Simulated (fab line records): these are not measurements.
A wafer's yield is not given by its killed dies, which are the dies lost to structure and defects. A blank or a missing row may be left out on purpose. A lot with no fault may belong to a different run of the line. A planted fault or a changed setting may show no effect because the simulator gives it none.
Which tool was responsible?	flow nand harc	18 wafers from 6 lots sampled at 4 of the route's 1302 steps

WHAT EACH GAUGE READ, for each wafer
NHARC_END_SORT_01.
lot	measured	on	killed dies
L603	day 25 09:58	prober-01	28 32 32
L606	day 25 17:46	prober-01	55 39 51
L610	day 27 15:38	prober-02	34 33 37
L613	day 29 12:00	prober-01	42 40 44
L621	day 31 22:58	prober-02	588 553 580
L624	day 33 03:29	prober-01	66 44 53

TOOL THAT RAN EACH LOT (tool first, then ch and the chambers of the sampled wafers, then the start)
lot	NHARC_A_CHANNEL_FILL_D2_ALD_03	NHARC_A_STAIRCASE_DEP_156	NHARC_A_STAIRCASE_STRIP_171
L603	ald sin batch-02 ch 0, day 16 10:46 or earlier	pecvd-04 ch 1,2, day 16 10:46	plasma asher-01 ch 0,1, day 16 12:05
L606	ald sin batch-01 ch 0, day 17 04:25 or earlier	pecvd-03 ch 0,1,2, day 17 04:25	plasma asher-02 ch 0,1, day 17 05:43
L610	ald sin batch-01 ch 0, day 18 22:41 or earlier	pecvd-03 ch 0,1, day 18 22:41	plasma asher-01 ch 0,1, day 19 00:06
L613	ald sin batch-03 ch 0, day 20 10:49 or earlier	pecvd-03 ch 0,2, day 20 10:49	plasma asher-01 ch 0,1, day 20 12:22
L621	ald sin batch-02 ch 0, day 23 04:13 or earlier	pecvd-02 ch 0,2, day 23 04:13	plasma asher-01 ch 0,1, day 23 05:31
L624	ald sin batch-02 ch 0, day 24 12:33 or earlier	pecvd-03 ch 0,2, day 24 12:33	plasma asher-01 ch 0,1, day 24 13:52
- NHARC_A_CHANNEL_FILL_D2_ALD_03: deposits SiNx, target thk 6 nm, pulse time 60 s, ald cycles 58.
- NHARC_A_STAIRCASE_DEP_156: deposits SiNx, target thk 50 nm.
- NHARC_A_STAIRCASE_STRIP_171: strips in O2.

THE ANSWER, worked out from the rows above alone
Rule: usual is defined by the lots themselves. The widest of any qualifying gaps counts: lots, ordered by their means at a reading, are off when they make up no more than a third of the lots, leave a main group of 4 or more, and stand apart from it by 3 or more times the standard deviation of that group's means. If all means in a main group match to the digits the tables above print for the reading, that group is not used. Also off: a lot with no number at a reading for which 4 or more lots have one. Any other lot the step has rows for is counted as sound.
Off: L621 (NHARC_END_SORT_01, killed dies). Mean 42 and standard deviation 8.7 in the main group.
If a tool, at a process step before that reading, ran all the lots that are off and no sound lot after the first of them, it fits. Those tools and the gauges at NHARC_END_SORT_01 are tried in the same way. NHARC_A_CHANNEL_FILL_D2_ALD_03: start missing for some lots; hours and lot order therefore follow NHARC_A_STAIRCASE_DEP_156. Can't be told from this: 2 tools fit, pecvd-02 at NHARC_A_STAIRCASE_DEP_156, prober-02 at NHARC_END_SORT_01.

WHAT THE SIMULATOR HAD INSERTED
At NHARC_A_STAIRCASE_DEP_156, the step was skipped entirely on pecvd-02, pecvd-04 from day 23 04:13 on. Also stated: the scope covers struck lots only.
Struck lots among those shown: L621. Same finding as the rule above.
